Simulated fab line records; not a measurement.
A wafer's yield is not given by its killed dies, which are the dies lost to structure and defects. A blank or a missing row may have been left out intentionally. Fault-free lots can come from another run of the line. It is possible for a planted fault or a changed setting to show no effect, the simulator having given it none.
Split-lot experiment / flow n5 finfet / 7 lots, 21 wafers read, on a route of 1938 steps

ABOUT THE SPLIT
At N5_BEOL_M0_TRENCH_ETCH_107 (etches SiOC in C4F6/O2, target depth 32.8 nm, time 16.4 s), the setting target depth a was moved away from the recipe's 328 angstrom on 9 of the 21 wafers read, by -10.5% to +11.6%. For the rest of the wafers, this setting stayed at what the recipe calls for.

FROM THE SPLIT ON TO THE READING: in between, the file shows 1 step
- N5_BEOL_M0_STRIP_142: strips in N2/H2, time 10 s

THE READING
trench depth nm, in nm, at N5_BEOL_M0_OCD_MEAS_108. On this fab line, fault-free wafers typically give 32.8 nm with a standard deviation of 0.65 nm.

wafer=L075.2; tool, chamber at the split=rie diel-05, 0; target depth a as run, angstrom=348.4; against the recipe=+6.2%; trench depth nm, nm=34.7; against lot-mates on the recipe=+1.3
wafer=L075.4; tool, chamber at the split=rie diel-05, 2; target depth a as run, angstrom=328; against the recipe=recipe; trench depth nm, nm=33.7; against lot-mates on the recipe=-
wafer=L075.6; tool, chamber at the split=rie diel-05, 3; target depth a as run, angstrom=328; against the recipe=recipe; trench depth nm, nm=33.1; against lot-mates on the recipe=-
wafer=L076.3; tool, chamber at the split=rie diel-03, 3; target depth a as run, angstrom=294.4; against the recipe=-10.2%; trench depth nm, nm=29.0; against lot-mates on the recipe=no lot-mate on the recipe
wafer=L076.4; tool, chamber at the split=rie diel-03, 2; target depth a as run, angstrom=294.4; against the recipe=-10.2%; trench depth nm, nm=29.1; against lot-mates on the recipe=no lot-mate on the recipe
wafer=L076.6; tool, chamber at the split=rie diel-03, 3; target depth a as run, angstrom=294.4; against the recipe=-10.2%; trench depth nm, nm=29.4; against lot-mates on the recipe=no lot-mate on the recipe
wafer=L078.2; tool, chamber at the split=rie diel-05, 1; target depth a as run, angstrom=328; against the recipe=recipe; trench depth nm, nm=33.3; against lot-mates on the recipe=-
wafer=L078.4; tool, chamber at the split=rie diel-05, 2; target depth a as run, angstrom=328; against the recipe=recipe; trench depth nm, nm=33.3; against lot-mates on the recipe=-
wafer=L078.6; tool, chamber at the split=rie diel-05, 1; target depth a as run, angstrom=355.3; against the recipe=+8.3%; trench depth nm, nm=35.7; against lot-mates on the recipe=+2.4
wafer=L080.3; tool, chamber at the split=rie diel-01, 0; target depth a as run, angstrom=328; against the recipe=recipe; trench depth nm, nm=32.0; against lot-mates on the recipe=-
wafer=L080.4; tool, chamber at the split=rie diel-01, 3; target depth a as run, angstrom=328; against the recipe=recipe; trench depth nm, nm=32.5; against lot-mates on the recipe=-
wafer=L080.6; tool, chamber at the split=rie diel-01, 1; target depth a as run, angstrom=328; against the recipe=recipe; trench depth nm, nm=33.7; against lot-mates on the recipe=-
wafer=L088.2; tool, chamber at the split=rie diel-05, 1; target depth a as run, angstrom=328; against the recipe=recipe; trench depth nm, nm=33.1; against lot-mates on the recipe=-
wafer=L088.5; tool, chamber at the split=rie diel-05, 2; target depth a as run, angstrom=366.2; against the recipe=+11.6%; trench depth nm, nm=37.0; against lot-mates on the recipe=+3.9
wafer=L088.6; tool, chamber at the split=rie diel-05, 1; target depth a as run, angstrom=366.2; against the recipe=+11.6%; trench depth nm, nm=37.0; against lot-mates on the recipe=+3.9
wafer=L090.2; tool, chamber at the split=rie diel-01, 0; target depth a as run, angstrom=328; against the recipe=recipe; trench depth nm, nm=31.9; against lot-mates on the recipe=-
wafer=L090.3; tool, chamber at the split=rie diel-01, 1; target depth a as run, angstrom=293.6; against the recipe=-10.5%; trench depth nm, nm=29.8; against lot-mates on the recipe=-2.3
wafer=L090.6; tool, chamber at the split=rie diel-01, 2; target depth a as run, angstrom=328; against the recipe=recipe; trench depth nm, nm=32.3; against lot-mates on the recipe=-
wafer=L091.2; tool, chamber at the split=rie diel-03, 1; target depth a as run, angstrom=328; against the recipe=recipe; trench depth nm, nm=32.1; against lot-mates on the recipe=-
wafer=L091.3; tool, chamber at the split=rie diel-03, 2; target depth a as run, angstrom=365.1; against the recipe=+11.3%; trench depth nm, nm=36.3; against lot-mates on the recipe=+4.0
wafer=L091.5; tool, chamber at the split=rie diel-03, 0; target depth a as run, angstrom=328; against the recipe=recipe; trench depth nm, nm=32.4; against lot-mates on the recipe=-

THE FIT
A straight line over all 21 wafers: trench depth nm changes by +0.34 nm for each +1% of target depth a; r = +0.98; the points scatter about the line by 0.54 nm.
The same after taking each lot's own level away (the mean of its wafers on the recipe; 18 wafers): +0.3 nm for each +1%; r = +0.97; scatter 0.47 nm.
On that fit, the largest move of target depth a shifts the reading by 3.5 nm.
Across the lots, their own levels run from 32.10 to 33.40 nm, a range of 2.0 times the standard deviation given above.
In other words, the slope is changed by the lot-to-lot level; the two fits disagree.
Check: for one of the wafers moved furthest among these (+11.6%), held out of the fit, the line's prediction against its lot-mates is +3.5 nm. Against them it came out at +3.9 nm.

OTHER SPLITS APPLIED TO THESE WAFERS
These wafers also went through other splits before the reading. Each is held against what the fit with the lots' levels taken away leaves over:
other split on the same wafers=N5_BEOL_M0_SAQP_DEVELOP_13 develop time s; wafers away from the commonest value=8; r with trench depth nm (lot level and that fit taken away)=-0.02

THE WHOLE CHAIN: every reading that the file lists as answering this split, in the file's order
step=N5_BEOL_M0_TRENCH_ETCH_107; what it does=etches SiOC in C4F6/O2, target depth 32.8 nm, time 16.4 s; reading=BEOL_M0.feature depth nm (the simulator's own value, which no gauge read); change (the file's fit)=+0.31 nm for each +1% of the setting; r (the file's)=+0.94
step=N5_BEOL_M0_OCD_MEAS_108; what it does=; reading=trench depth nm; change (the file's fit)=+0.297 nm for each +1% of the setting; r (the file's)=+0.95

THE FILE'S OWN FIT
trench depth nm changes by +0.297 nm for each +1% of target depth a, r = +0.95.
